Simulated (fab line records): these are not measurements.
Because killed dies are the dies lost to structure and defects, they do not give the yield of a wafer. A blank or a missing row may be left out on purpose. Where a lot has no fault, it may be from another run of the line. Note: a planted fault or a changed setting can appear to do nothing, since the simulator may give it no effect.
Matching of chambers | flow n5-finfet | ald-metal-02 running N5_HKMG_FIN_NWFM_ALD_20: 4 sister chambers
The step deposits TiAlC, target thk 2 nm, pulse time 3 s, purge time 2 s. 8 wafers are shown with their chamber, then 8 later ones without.

== WAFERS PAIRED WITH THEIR CHAMBERS ==
wafer  | chamber | heater-power-w (W) | precursor-pulse-height-rel
L081.4 | 2       | 508                | 1.041
L084.2 | 2       | 509                | 1.023
L084.3 | 1       | 442                | 1.004
L084.5 | 0       | 493                | 0.963
L086.1 | 1       | 441                | 1.021
L086.3 | 0       | 510                | 0.997
L086.4 | 3       | 577                | 0.995
L088.1 | 3       | 586                | 1.006

== WAFERS WITHOUT THEIR CHAMBER ==
wafer  | heater-power-w (W) | precursor-pulse-height-rel
L088.4 | 516                | 1.025
L088.5 | 582                | 0.979
L090.1 | 511                | 0.988
L090.3 | 433                | 1.002
L090.5 | 524                | 1.005
L092.3 | 496                | 0.957
L092.4 | 501                | 1.008
L092.6 | 513                | 1.042

== CHAMBER TAKEN BY EACH ==
wafer  | from the rows above     | in truth
L088.4 | 2                       | 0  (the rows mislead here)
L088.5 | 3                       | 3
L090.1 | can't be placed: 0 or 2 | 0
L090.3 | 1                       | 1
L090.5 | can't be placed: 2 or 0 | 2
L092.3 | 0                       | 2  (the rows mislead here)
L092.4 | can't be placed: 0 or 2 | 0
L092.6 | 2                       | 2
3 of 8 placed correctly. From these rows, 3 cannot be placed; in 3 the true chamber is one of the candidates. Placed wrongly: 2.
How it was worked out, from the rows above alone: a wafer's distance from a chamber is the root of the sum, over the readings, of the square of ((its reading less the chamber's mean) divided by the reading's scatter). If the next closest chamber is less than 2 further off than the closest, the wafer can't be placed; otherwise it belongs to the closest. Each chamber's mean is taken over the wafers shown for it. The scatter is the square root of a quotient: the sum, over the shown wafers, of each reading's squared deviation from its chamber's mean, divided by wafers minus chambers.
